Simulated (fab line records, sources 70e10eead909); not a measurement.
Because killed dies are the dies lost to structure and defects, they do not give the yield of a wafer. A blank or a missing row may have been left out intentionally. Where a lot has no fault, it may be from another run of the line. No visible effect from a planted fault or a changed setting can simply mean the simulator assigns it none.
fab line records    flow nandHarc    part 1 of 2: steps 1 to 3 of 6
record lots=24  wafers=72  lastDay=33
route steps=1302 shown A_STAIRCASE@886 A_SGD_CUT@902 A_SLIT@943 A_WL_FILL@957
lots untouched by any fault: they come from a run of this same line in which no faults occurred
startH: hours from the record's opening day to when the first of the lot's shown wafers began    waitH: hours from the lot's prior step to this one    " same as the row above    L1.1+2: a row that stands for several wafers    - no value, or no start was given    * or withheld: withheld    < > ~ a bound
route shown NAME@n: a module of which the file shows steps, and the number in the route of the first    usual: mean and standard deviation over wafers with no fault    same: alike in all rows    chamber/n: place in a boat    sites: each site's reading    _std_site: their standard deviation    _edge_site: mean of outer sites minus mean of inner sites    radiusMm: for every site, how far away it sits from the centre of the wafer    mask NAME#n: copy n    behind: the last tool/chamber to shape the wafer    hold: cause of the lot's hold/its duration in hours/its outcome    device: the n, p or np transistor that did not switch    end of line: the same wafers' tests at the end of the route    a step with no rows: only its recipe    killed: dies that structure and defects cost at the first sort, which is not the same as the wafer's yield    map: shows each die of a wafer: x if killed, . if not, _ if none is there
set.NAME: the run value of the setting; set.NAME@STEP: its run value at that earlier step    model.NAME: the simulator's own value behind a step, which no gauge read
route steps across a sampled set of lots; one table per step, one row per wafer
services: a tool's chamber out of use, with start hour (startH, from the record's first day; less than 0 if before it), hours out, and reason
## steps
# step NHARC_A_STAIRCASE_CMP_472
# recipe material=SiO2
# usual edgeZonePressureFrac=1.000/0.0048  motorCurrentA=11.5/1.7  retainingRingPressureFrac=1.000/0.0053
lot.wafer  tool    chamber  startH  waitH  edgeZonePressureFrac  motorCurrentA  retainingRingPressureFrac
L075.2     cmp-04  2        432.58  0.2    0.994                 10.7           0.998
L075.3     "       0        "       "      0.998                 9.2            1.005
L075.1     "       1        "       "      1.003                 15.7           0.995
L074.4     cmp-02  1        446.28  0.1    0.998                 9.8            0.999
L074.1     "       3        "       "      1.006                 12.3           1.004
L074.3     "       0        "       "      1.001                 10.9           0.996
L076.2     cmp-03  2        458.09  0.2    0.989                 10.3           1.003
L076.6     "       2        "       "      0.995                 11.0           1.000
L076.5     "       3        "       "      0.999                 9.9            1.001
L077.3     cmp-04  0        465.64  0.2    0.993                 9.5            1.006
L077.2     "       2        "       "      1.008                 11.5           1.003
L077.5     "       0        "       "      1.006                 9.7            0.995
L079.3     cmp-03  0        474.55  0.2    1.001                 11.9           1.000
L079.2     "       1        "       "      1.003                 12.8           0.999
L079.5     "       2        "       "      0.997                 10.5           0.997
L078.3     cmp-02  2        474.84  0.2    1.003                 14.3           1.004
L078.4     "       3        "       "      1.000                 11.5           1.005
L078.6     "       1        "       "      1.000                 10.1           0.996
L081.2     cmp-04  3        509.94  0.2    1.004                 12.9           1.003
L081.1     "       1        "       "      0.997                 14.9           1.000
L081.5     "       0        "       "      0.994                 9.4            0.993
L082.2     cmp-03  0        510.09  0.3    0.999                 11.4           0.993
L082.1     "       1        "       "      1.001                 12.3           1.007
L082.6     "       3        "       "      1.003                 10.0           0.995
L080.1     cmp-04  2        511.07  0.3    0.999                 11.4           1.004
L080.3     "       0        "       "      0.998                 9.0            0.997
L080.6     "       1        "       "      1.006                 15.8           1.006
L083.3     cmp-04  3        514.45  0.2    0.999                 12.4           1.004
L083.1     "       1        "       "      0.997                 15.3           0.998
L083.5     "       0        "       "      0.999                 9.1            1.003
L084.4     cmp-03  2        552.13  0.2    1.005                 10.6           1.001
L084.6     "       0        "       "      0.997                 11.9           0.993
L084.5     "       1        "       "      1.004                 12.4           0.994
L086.3     cmp-03  0        562.68  0.2    1.003                 11.6           0.983
L086.1     "       1        "       "      0.995                 12.3           1.010
L086.6     "       0        "       "      1.000                 11.5           1.001
L087.4     cmp-02  0        562.96  0.2    0.996                 10.6           0.992
L087.2     "       1        "       "      0.997                 9.7            0.989
L087.5     "       0        "       "      0.996                 10.8           0.995
L085.1     cmp-03  2        563.06  0.3    0.992                 10.7           1.001
L085.4     "       3        "       "      0.996                 9.9            1.003
L085.6     "       2        "       "      0.991                 10.4           0.998
L089.3     cmp-03  2        573.33  0.2    0.995                 10.4           0.988
L089.1     "       0        "       "      1.011                 11.4           0.998
L089.5     "       1        "       "      0.995                 12.3           1.009
L088.3     cmp-04  0        584.73  0.2    1.002                 9.8            1.002
L088.4     "       1        "       "      0.996                 14.7           0.999
L088.5     "       0        "       "      1.001                 9.3            1.003
L090.1     cmp-02  2        595.63  0.2    0.987                 14.6           1.002
L090.4     "       3        "       "      0.995                 11.8           0.993
L090.5     "       2        "       "      0.995                 15.2           0.997
L092.1     cmp-03  3        598.31  0.2    0.997                 10.4           0.992
L092.4     "       0        "       "      0.993                 12.5           1.000
L092.5     "       1        "       "      0.999                 12.4           1.000
L091.4     cmp-02  0        602.00  0.2    0.999                 10.3           0.998
L091.2     "       1        "       "      0.998                 9.3            0.998
L091.5     "       1        "       "      1.003                 10.1           0.996
L093.1     cmp-03  3        637.64  0.3    0.998                 10.0           1.004
L093.4     "       0        "       "      1.004                 11.7           0.995
L093.5     "       2        "       "      1.005                 10.8           0.997
L095.3     cmp-03  1        645.29  0.2    1.000                 12.1           1.000
L095.2     "       0        "       "      1.000                 11.8           1.005
L095.6     "       2        "       "      0.992                 10.7           0.990
L097.3     cmp-02  2        649.36  0.2    0.998                 14.6           0.995
L097.4     "       3        "       "      1.005                 11.6           0.999
L097.6     "       2        "       "      0.996                 14.5           1.001
L094.1     cmp-03  2        649.61  0.2    0.990                 10.6           1.001
L094.2     "       3        "       "      0.997                 9.9            1.005
L094.4     "       0        "       "      0.995                 11.9           1.001
L096.1     cmp-02  2        662.29  0.2    0.991                 14.3           0.994
L096.6     "       1        "       "      1.004                 9.5            1.007
L096.5     "       2        "       "      1.003                 14.3           0.991
# step NHARC_A_SGD_CUT_OVL_MEAS_10
# usual overlayXNm=-0.2/0.8  overlayYNm=-0.2/0.66
lot.wafer  tool        chamber  startH  waitH  overlayXNm  overlayYNm
L075.1     overlay-02  -        433.67  -      0.0         -0.5
L075.2     "           -        "       "      0.3         -0.1
L075.3     "           -        "       "      1.1         0.1
L074.1     overlay-01  -        447.50  -      0.4         -0.2
L074.3     "           -        "       "      0.9         0.0
L074.4     "           -        "       "      0.9         0.1
L076.2     overlay-02  -        459.20  -      0.5         0.8
L076.5     "           -        "       "      0.2         1.3
L076.6     "           -        "       "      0.6         0.8
L077.2     overlay-02  -        466.75  -      1.3         -0.7
L077.3     "           -        "       "      1.0         -1.1
L077.5     "           -        "       "      1.5         -0.8
L079.2     overlay-02  -        475.82  -      -0.4        -0.2
L079.3     "           -        "       "      -0.5        0.3
L079.5     "           -        "       "      -0.2        0.7
L078.3     overlay-02  -        476.14  -      1.6         0.2
L078.4     "           -        "       "      1.5         0.7
L078.6     "           -        "       "      0.9         0.2
L081.1     overlay-01  -        511.03  -      -0.6        -1.9
L081.2     "           -        "       "      -0.4        -1.1
L081.5     "           -        "       "      -0.2        -1.4
L082.1     overlay-02  -        511.33  -      -1.0        0.2
L082.2     "           -        "       "      -0.9        0.3
L082.6     "           -        "       "      -0.5        0.7
L080.1     overlay-02  -        512.26  -      0.2         0.1
L080.3     "           -        "       "      1.2         -0.6
L080.6     "           -        "       "      0.6         0.0
L083.1     overlay-02  -        515.67  -      -0.5        0.1
L083.3     "           -        "       "      0.2         0.1
L083.5     "           -        "       "      0.1         0.2
L084.4     overlay-02  -        553.33  -      -1.1        -0.4
L084.5     "           -        "       "      -0.2        -0.7
L084.6     "           -        "       "      -0.5        -0.4
L086.1     overlay-02  -        563.93  -      -0.4        -0.1
L086.3     "           -        "       "      -0.4        0.1
L086.6     "           -        "       "      -0.5        -0.1
L087.2     overlay-01  -        564.18  -      -0.3        -0.8
L087.4     "           -        "       "      -0.7        -1.0
L087.5     "           -        "       "      -1.1        -0.9
L085.1     overlay-02  -        564.34  -      -0.2        0.7
L085.4     "           -        "       "      -0.3        0.4
L085.6     "           -        "       "      -0.1        0.7
L089.1     overlay-02  -        574.42  -      -0.9        -0.2
L089.3     "           -        "       "      -1.1        0.3
L089.5     "           -        "       "      -0.7        0.0
L088.3     overlay-02  -        585.92  -      -0.5        -0.1
L088.4     "           -        "       "      -1.0        -0.3
L088.5     "           -        "       "      -0.9        0.2
L090.1     overlay-02  -        596.70  -      0.6         -0.6
L090.4     "           -        "       "      0.5         -0.6
L090.5     "           -        "       "      -0.1        -0.1
L092.1     overlay-02  -        599.35  -      0.3         -1.7
L092.4     "           -        "       "      0.3         -1.7
L092.5     "           -        "       "      1.2         -1.8
L091.2     overlay-02  -        603.24  -      0.2         -0.1
L091.4     "           -        "       "      0.0         -0.3
L091.5     "           -        "       "      -0.4        -0.9
L093.1     overlay-02  -        638.85  -      -1.8        -0.2
L093.4     "           -        "       "      -1.6        -0.3
L093.5     "           -        "       "      -1.2        -0.4
L095.2     overlay-02  -        646.51  -      -0.7        -0.3
L095.3     "           -        "       "      -0.7        -0.3
L095.6     "           -        "       "      -0.3        -1.0
L097.3     overlay-01  -        650.60  -      -1.0        0.2
L097.4     "           -        "       "      -1.1        0.1
L097.6     "           -        "       "      -1.3        0.4
L094.1     overlay-02  -        650.84  -      0.2         -0.8
L094.2     "           -        "       "      -0.1        -0.4
L094.4     "           -        "       "      -0.7        -0.3
L096.1     overlay-02  -        663.36  -      -1.5        0.0
L096.5     "           -        "       "      -1.3        -0.8
L096.6     "           -        "       "      -1.5        -0.7
# step NHARC_A_SGD_CUT_ETCH_59
# recipe targetDepthA=2600  overEtchFrac=0.25  timeS=406.25  ionEnergyEv=200  n2FlowSccm=150  h2FlowSccm=150  arFlowSccm=0  rfW=400  biasW=150  chemistry=N2/H2
# usual drypumpMotorCurrentA=5.7/0.35  h2FlowSccm=150.1/0.47  oesProductAu=1.003/0.011  rfFwdPowerW=399.3/1.1  rfVppV=430.5/2.9  showerheadPlenumPTorr=2.04/0.1  throttleValvePct=14.170/0.0086
lot.wafer  tool        chamber  startH  waitH  drypumpMotorCurrentA  h2FlowSccm  oesProductAu  rfFwdPowerW  rfHoursCounterH  rfVppV  showerheadPlenumPTorr  throttleValvePct
L075.1     rieDiel-13  2        -       -      5.1                   150.6       1.001         400.4        5                431.8   2.09                   14.186
L075.3     "           0        "       "      6.0                   149.1       1.002         400.9        5                425.5   1.90                   14.177
L075.2     "           1        "       "      6.0                   149.6       0.996         397.7        5                431.7   2.09                   14.172
L074.1     rieDiel-13  3        -       -      5.9                   149.9       0.994         401.5        5                430.0   2.00                   14.167
L074.3     "           0        "       "      6.0                   150.6       0.995         399.9        5                426.5   1.90                   14.174
L074.4     "           1        "       "      6.0                   150.9       1.010         398.6        6                433.1   2.09                   14.172
L076.2     rieDiel-12  2        -       -      5.3                   150.5       1.017         397.2        0                427.2   1.91                   14.165
L076.5     "           2        "       "      5.3                   150.9       1.012         398.9        -                426.2   1.91                   14.166
L076.6     "           3        "       "      5.7                   150.6       0.979         398.2        -                434.3   2.16                   14.170
L077.2     rieDiel-13  0        -       -      6.0                   150.3       0.996         401.1        7                427.0   1.90                   14.168
L077.3     "           1        "       "      6.0                   148.9       0.989         398.6        7                432.9   2.09                   14.165
L077.5     "           0        "       "      6.1                   150.0       0.990         399.5        -                426.4   1.90                   14.164
L079.3     rieDiel-13  0        -       -      6.0                   149.9       0.988         398.5        8                426.0   1.90                   14.164
L079.2     "           2        "       "      5.1                   150.4       1.003         399.8        8                431.9   2.09                   14.168
L079.5     "           0        "       "      6.0                   149.7       0.995         399.0        -                426.8   1.90                   14.162
L078.3     rieDiel-01  2        -       -      6.4                   151.0       1.006         399.6        7                431.6   2.08                   14.177
L078.4     "           1        "       "      5.6                   149.7       0.990         398.7        7                430.4   2.06                   14.162
L078.6     "           3        "       "      5.6                   149.5       1.001         399.7        -                433.1   2.12                   14.160
L081.1     rieDiel-12  0        -       -      5.9                   150.2       1.007         399.9        3                428.1   1.95                   14.167
L081.2     "           1        "       "      5.4                   149.4       1.006         398.9        3                433.9   2.18                   14.168
L081.5     "           0        "       "      5.9                   149.9       1.015         400.9        -                427.6   1.95                   14.161
L082.1     rieDiel-13  3        -       -      5.9                   149.9       1.005         398.8        9                428.3   2.00                   14.178
L082.2     "           0        "       "      6.0                   149.4       1.012         398.6        10               426.3   1.90                   14.173
L082.6     "           2        "       "      5.1                   150.4       0.994         400.2        -                432.4   2.09                   14.154
L080.1     rieDiel-12  3        -       -      5.7                   149.8       0.994         399.5        3                433.4   2.16                   14.167
L080.3     "           0        "       "      5.9                   150.1       1.018         400.7        4                426.7   1.95                   14.169
L080.6     "           0        "       "      5.9                   150.3       1.019         400.1        -                428.1   1.95                   14.169
L083.3     rieDiel-01  2        -       -      6.4                   149.5       1.009         399.8        10               431.3   2.08                   14.166
L083.1     "           3        "       "      5.6                   149.7       0.993         397.7        10               432.4   2.12                   14.160
L083.5     "           2        "       "      6.3                   150.1       1.000         400.0        -                429.9   2.08                   14.180
L084.4     rieDiel-12  0        -       -      5.9                   150.0       1.007         399.4        7                429.5   1.95                   14.191
L084.5     "           0        "       "      5.9                   149.5       1.011         400.4        -                427.7   1.95                   14.169
L084.6     "           1        "       "      5.4                   149.5       0.995         399.1        -                435.2   2.18                   14.191
L086.1     rieDiel-13  3        -       -      5.9                   150.7       1.006         398.8        2                431.3   2.00                   14.183
L086.3     "           1        "       "      6.1                   150.2       1.002         400.0        2                432.4   2.09                   14.174
L086.6     "           0        "       "      6.0                   150.7       1.007         397.8        -                428.3   1.90                   14.154
L087.4     rieDiel-12  1        -       -      5.4                   150.2       0.997         399.7        6                433.1   2.18                   14.177
L087.2     "           2        "       "      5.4                   150.4       1.012         401.0        4                425.7   1.90                   14.185
L087.5     "           1        "       "      5.3                   150.4       1.005         399.3        -                434.1   2.18                   14.164
L085.4     rieDiel-12  1        -       -      5.4                   150.3       1.008         399.0        7                434.7   2.18                   14.175
L085.1     "           2        "       "      5.3                   149.8       1.014         400.3        4                426.9   1.90                   14.150
L085.6     "           0        "       "      5.8                   150.4       1.019         399.0        -                428.4   1.95                   14.170
L089.3     rieDiel-13  1        -       -      6.0                   150.5       1.004         400.2        2                432.3   2.09                   14.162
L089.1     "           2        "       "      5.1                   150.1       1.012         399.4        2                431.0   2.08                   14.172
L089.5     "           0        "       "      6.0                   150.0       1.002         398.5        -                426.2   1.90                   14.160
L088.4     rieDiel-13  1        -       -      6.1                   149.9       0.999         397.5        3                432.7   2.09                   14.170
L088.3     "           2        "       "      5.1                   149.9       1.002         398.8        3                429.8   2.08                   14.171
L088.5     "           0        "       "      6.0                   150.3       1.009         398.8        -                426.3   1.90                   14.174
L090.1     rieDiel-13  2        -       -      5.1                   149.9       1.013         398.9        4                432.8   2.08                   14.177
L090.4     "           0        "       "      6.0                   150.6       1.001         400.5        5                425.9   1.90                   14.173
L090.5     "           3        "       "      6.0                   150.7       1.010         400.4        -                427.9   2.00                   14.173
L092.4     rieDiel-12  1        -       -      5.4                   150.5       1.008         400.1        9                434.0   2.18                   14.157
L092.1     "           2        "       "      5.3                   149.6       1.020         400.7        7                426.9   1.90                   14.179
L092.5     "           2        "       "      5.3                   149.6       1.019         400.6        -                426.0   1.90                   14.162
L091.4     rieDiel-12  1        -       -      5.4                   151.4       1.001         400.6        10               435.0   2.18                   14.172
L091.2     "           3        "       "      5.7                   150.3       0.994         399.2        8                434.5   2.16                   14.163
L091.5     "           2        "       "      5.3                   151.1       1.025         399.6        -                425.7   1.90                   14.176
L093.1     rieDiel-12  0        -       -      5.9                   149.8       0.989         399.7        0                427.9   1.95                   14.161
L093.4     "           3        "       "      5.7                   150.0       0.987         398.9        0                435.1   2.16                   14.171
L093.5     "           0        "       "      5.9                   150.2       0.995         398.4        -                426.9   1.95                   14.179
L095.3     rieDiel-12  3        -       -      5.7                   149.6       0.991         401.0        1                435.4   2.16                   14.183
L095.2     "           2        "       "      5.3                   150.3       1.014         399.9        1                427.7   1.90                   14.159
L095.6     "           3        "       "      5.7                   149.5       0.973         398.7        -                433.7   2.16                   14.182
L097.4     rieDiel-01  3        -       -      5.6                   150.3       1.023         399.1        7                433.0   2.11                   14.179
L097.3     "           0        "       "      5.2                   149.6       1.012         397.4        6                432.8   2.13                   14.179
L097.6     "           3        "       "      5.6                   149.6       1.021         399.0        -                431.1   2.11                   14.166
L094.1     rieDiel-13  0        -       -      6.0                   149.8       1.004         397.7        8                427.3   1.90                   14.168
L094.2     "           1        "       "      6.0                   149.5       1.007         398.5        8                431.1   2.09                   14.163
L094.4     "           3        "       "      5.8                   151.2       1.010         397.3        8                430.2   2.00                   14.153
L096.1     rieDiel-12  1        -       -      5.4                   149.4       1.003         398.0        1                434.5   2.18                   14.171
L096.6     "           3        "       "      5.7                   149.3       0.980         398.4        -                433.3   2.16                   14.169
L096.5     "           0        "       "      5.9                   150.6       0.981         397.2        -                429.2   1.95                   14.172
